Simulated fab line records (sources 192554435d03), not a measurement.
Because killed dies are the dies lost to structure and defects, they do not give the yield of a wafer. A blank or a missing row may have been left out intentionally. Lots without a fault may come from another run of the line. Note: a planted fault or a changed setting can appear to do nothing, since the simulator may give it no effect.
Which of the tools did it? || flow n5Finfet || at 1 step of a route of 1938, 12 lots with 36 wafers sampled

## WHAT THE GAUGES READ, wafer by wafer
N5_BEOL_M7_INSPECT_58: inspects for defects (darkfield).
{"lot": "L074", "measured": "day 9 10:23", "on": "defectInspect-01", "rawDefectCount": "80 87 63"}
{"lot": "L077", "measured": "day 10 01:33", "on": "defectInspect-01", "rawDefectCount": "38 65 63"}
{"lot": "L080", "measured": "day 10 06:04", "on": "defectInspect-02", "rawDefectCount": "52 71 51"}
{"lot": "L081", "measured": "day 11 04:35", "on": "defectInspect-02", "rawDefectCount": "90 57 117"}
{"lot": "L082", "measured": "day 11 10:27", "on": "defectInspect-02", "rawDefectCount": "40 56 55"}
{"lot": "L086", "measured": "day 12 05:38", "on": "defectInspect-01", "rawDefectCount": "81 57 51"}
{"lot": "L087", "measured": "day 12 11:22", "on": "defectInspect-01", "rawDefectCount": "57 111 63"}
{"lot": "L089", "measured": "day 13 07:30", "on": "defectInspect-02", "rawDefectCount": "103 54 92"}
{"lot": "L091", "measured": "day 13 22:09", "on": "defectInspect-02", "rawDefectCount": "69 82 70"}
{"lot": "L094", "measured": "day 14 08:02", "on": "defectInspect-01", "rawDefectCount": "70 126 60"}
{"lot": "L095", "measured": "day 14 14:58", "on": "defectInspect-01", "rawDefectCount": "50 33 53"}
{"lot": "L097", "measured": "day 14 20:20", "on": "defectInspect-01", "rawDefectCount": "58 62 53"}

## WHICH TOOL RAN EACH LOT (tool, then ch and the chambers of the sampled wafers, then the start)
Before these readings, the record contains no process step.

## THE ANSWER, worked out from the rows above alone
Rule: what is usual is taken from the lots themselves. Put in order of their means at a reading, lots are off if they are a third of the lots or fewer, leave a main group of 4 or more, and stand apart from it by a gap of 3 or more times the standard deviation of the main group's means; of several such gaps the widest counts. A main group whose means are all the same, to the digits that the tables above print for the reading, isn't used. A lot without any number at a reading at which 4 lots or more have one is off too. Where the step has rows for the other lots, those lots are counted as sound.
Across all readings shown, no lot is off: no conclusion can be drawn from this.

## WHAT HAD BEEN PUT IN BY THE SIMULATOR
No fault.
